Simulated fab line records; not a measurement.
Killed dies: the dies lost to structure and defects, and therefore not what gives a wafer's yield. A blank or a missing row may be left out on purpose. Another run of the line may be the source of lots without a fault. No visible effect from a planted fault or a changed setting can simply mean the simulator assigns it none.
Chamber matching -- flow n5_finfet -- N5_PASSIVATION_DESCUM_12 on rie_diel-01: 4 sister chambers
The step chemistry O2, time 7.9 s. 14 wafers are shown with their chamber, then 7 later ones without.

## WAFERS, EACH WITH ITS CHAMBER
wafer,chamber,drypump_motor_current_A (A),showerhead_plenum_p_Torr (Torr),throttle_valve_pct (%)
L180.1,0,5.5,2.03,20.13
L180.4,3,6.0,2.11,20.37
L180.6,2,5.3,2.05,20.31
L184.2,2,5.3,2.05,20.34
L184.3,1,5.4,2.05,20.08
L184.5,2,5.3,2.05,20.32
L183.2,1,5.4,2.04,20.08
L183.4,0,5.5,2.02,20.17
L183.6,2,5.3,2.05,20.36
L189.1,2,5.3,2.05,20.36
L189.5,3,6.0,2.11,20.38
L189.6,2,5.2,2.05,20.35
L193.2,3,6.1,2.11,20.38
L193.5,1,5.4,2.04,20.11

SIGNATURES, as means of the wafers listed above
reading,chamber 0,chamber 1,chamber 2,chamber 3,scatter within a chamber
drypump_motor_current_A,5.500,5.400,5.283,6.033,0.0387
showerhead_plenum_p_Torr,2.0250,2.0433,2.0500,2.1100,0.00342
throttle_valve_pct,20.1500,20.0900,20.3400,20.3767,0.0191
Rule: a wafer lies at a distance from a chamber equal to the root of the sum of squares, over the readings, of (its reading less the chamber's mean, divided by the reading's scatter). If the next closest chamber is less than 2 further off than the closest, the wafer can't be placed; otherwise it belongs to the closest. How the scatter is found: for the shown wafers, subtract from each reading the mean of its chamber, square and add these, divide the total by (wafers less chambers), then take the root.

## WAFERS WHOSE CHAMBER IS MISSING
wafer,drypump_motor_current_A (A),showerhead_plenum_p_Torr (Torr),throttle_valve_pct (%)
L193.6,6.0,2.11,20.38
L201.2,6.0,2.10,20.42
L201.5,5.4,2.03,20.12
L201.6,5.5,2.01,20.20
L202.4,5.3,2.04,20.38
L202.5,5.4,2.03,20.15
L202.6,5.2,2.04,20.39

## EACH ONE'S CHAMBER
wafer,from the rows above,in truth
L193.6,3,3
L201.2,3,3
L201.5,can't be placed: 0 or 1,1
L201.6,0,0
L202.4,2,2
L202.5,0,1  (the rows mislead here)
L202.6,2,2
Correctly placed: 5 of 7. Unplaceable from these rows: 1, with the true chamber sitting among the candidates in 1. Placed wrongly: 1.
